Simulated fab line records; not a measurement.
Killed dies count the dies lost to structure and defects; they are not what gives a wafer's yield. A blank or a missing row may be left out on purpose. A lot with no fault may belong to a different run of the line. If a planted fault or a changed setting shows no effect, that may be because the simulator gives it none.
Chamber matching | flow n5_finfet | 3 sister chambers for N5_BEOL_M11_DEP_56 on pecvd-04
The step deposits SiCN from 3MS/NH3, target thk 30 nm, time 10.5 s. 6 wafers are shown with their chamber, then 12 later ones without.

## WAFERS, EACH WITH ITS CHAMBER
wafer  | chamber | throttle_valve_pct (%) | showerhead_plenum_p_Torr (Torr)
L085.6 | 0       | 18.5                   | 4.143
L084.3 | 0       | 18.5                   | 4.132
L084.5 | 2       | 17.1                   | 4.168
L087.1 | 1       | 19.0                   | 4.130
L087.2 | 2       | 17.3                   | 4.168
L087.6 | 1       | 19.1                   | 4.124

## WAFERS WITH NO CHAMBER GIVEN
wafer  | throttle_valve_pct (%) | showerhead_plenum_p_Torr (Torr)
L090.2 | 17.3                   | 4.169
L090.3 | 19.0                   | 4.124
L090.6 | 17.5                   | 4.155
L094.1 | 18.5                   | 4.146
L094.3 | 19.0                   | 4.120
L094.4 | 17.4                   | 4.158
L095.1 | 19.1                   | 4.127
L095.3 | 17.2                   | 4.168
L095.6 | 19.1                   | 4.115
L097.2 | 18.3                   | 4.138
L097.3 | 19.0                   | 4.117
L097.6 | 17.4                   | 4.164

## THE CHAMBER EACH PASSED THROUGH
wafer  | from the rows above | in truth
L090.2 | 2                   | 2
L090.3 | 1                   | 1
L090.6 | 2                   | 2
L094.1 | 0                   | 0
L094.3 | 1                   | 1
L094.4 | 2                   | 2
L095.1 | 1                   | 1
L095.3 | 2                   | 2
L095.6 | 1                   | 1
L097.2 | 0                   | 0
L097.3 | 1                   | 1
L097.6 | 2                   | 2
Placed correctly: 12 of 12. Number that these rows cannot place: 0. Number placed wrongly: 0.
How it was worked out, from the rows above alone: a wafer's distance from a chamber is the root of the sum, over the readings, of the square of ((its reading less the chamber's mean) divided by the reading's scatter). The wafer belongs to the nearest chamber; if the next one is less than 2 further off, it can't be placed. Each chamber's mean is taken over the wafers shown for it. How the scatter is found: for the shown wafers, subtract from each reading the mean of its chamber, square and add these, divide the total by (wafers less chambers), then take the root.
